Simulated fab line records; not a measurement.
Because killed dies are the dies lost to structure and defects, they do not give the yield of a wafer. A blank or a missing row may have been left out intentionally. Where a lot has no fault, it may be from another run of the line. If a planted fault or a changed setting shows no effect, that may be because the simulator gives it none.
Matching of chambers :: flow nand harc :: 4 sister chambers for NHARC_A_SGD_CUT_ETCHBACK_24 on rie diel-13
The step etches the open film in CH3F/O2, target depth 50 nm, time 92.857 s. 8 wafers are shown with their chamber, then 7 later ones without.

## WAFERS PAIRED WITH THEIR CHAMBERS
wafer: L078.6
chamber: 0
showerhead plenum p Torr (Torr): 2.38
drypump motor current A (A): 5.4

wafer: L085.1
chamber: 1
showerhead plenum p Torr (Torr): 2.50
drypump motor current A (A): 6.3

wafer: L085.3
chamber: 0
showerhead plenum p Torr (Torr): 2.38
drypump motor current A (A): 5.4

wafer: L090.4
chamber: 2
showerhead plenum p Torr (Torr): 2.28
drypump motor current A (A): 5.4

wafer: L090.5
chamber: 2
showerhead plenum p Torr (Torr): 2.28
drypump motor current A (A): 5.4

wafer: L090.6
chamber: 3
showerhead plenum p Torr (Torr): 2.60
drypump motor current A (A): 6.3

wafer: L092.1
chamber: 3
showerhead plenum p Torr (Torr): 2.60
drypump motor current A (A): 6.3

wafer: L092.2
chamber: 1
showerhead plenum p Torr (Torr): 2.49
drypump motor current A (A): 6.4

## WAFERS WITHOUT THEIR CHAMBER
wafer: L092.3
showerhead plenum p Torr (Torr): 2.38
drypump motor current A (A): 5.4

wafer: L095.2
showerhead plenum p Torr (Torr): 2.60
drypump motor current A (A): 6.3

wafer: L095.4
showerhead plenum p Torr (Torr): 2.38
drypump motor current A (A): 5.4

wafer: L095.5
showerhead plenum p Torr (Torr): 2.28
drypump motor current A (A): 5.4

wafer: L097.2
showerhead plenum p Torr (Torr): 2.60
drypump motor current A (A): 6.3

wafer: L097.4
showerhead plenum p Torr (Torr): 2.49
drypump motor current A (A): 6.4

wafer: L097.6
showerhead plenum p Torr (Torr): 2.49
drypump motor current A (A): 6.4

## CHAMBER TAKEN BY EACH
wafer: L092.3
from the rows above: 0
in truth: 0

wafer: L095.2
from the rows above: 3
in truth: 3

wafer: L095.4
from the rows above: 0
in truth: 0

wafer: L095.5
from the rows above: 2
in truth: 2

wafer: L097.2
from the rows above: 3
in truth: 3

wafer: L097.4
from the rows above: 1
in truth: 1

wafer: L097.6
from the rows above: 1
in truth: 1
7 of 7 placed correctly. Can't be placed from these rows: 0. Placed wrongly: 0.
How it was worked out, from the rows above alone: a wafer's distance from a chamber is the root of the sum, over the readings, of the square of ((its reading less the chamber's mean) divided by the reading's scatter). The wafer belongs to the nearest chamber; if the next one is less than 2 further off, it can't be placed. The mean given for a chamber averages the wafers shown for that chamber. The scatter: take each reading less its chamber's mean, square it, sum over the shown wafers, divide by the number of wafers less the number of chambers, and take the root.
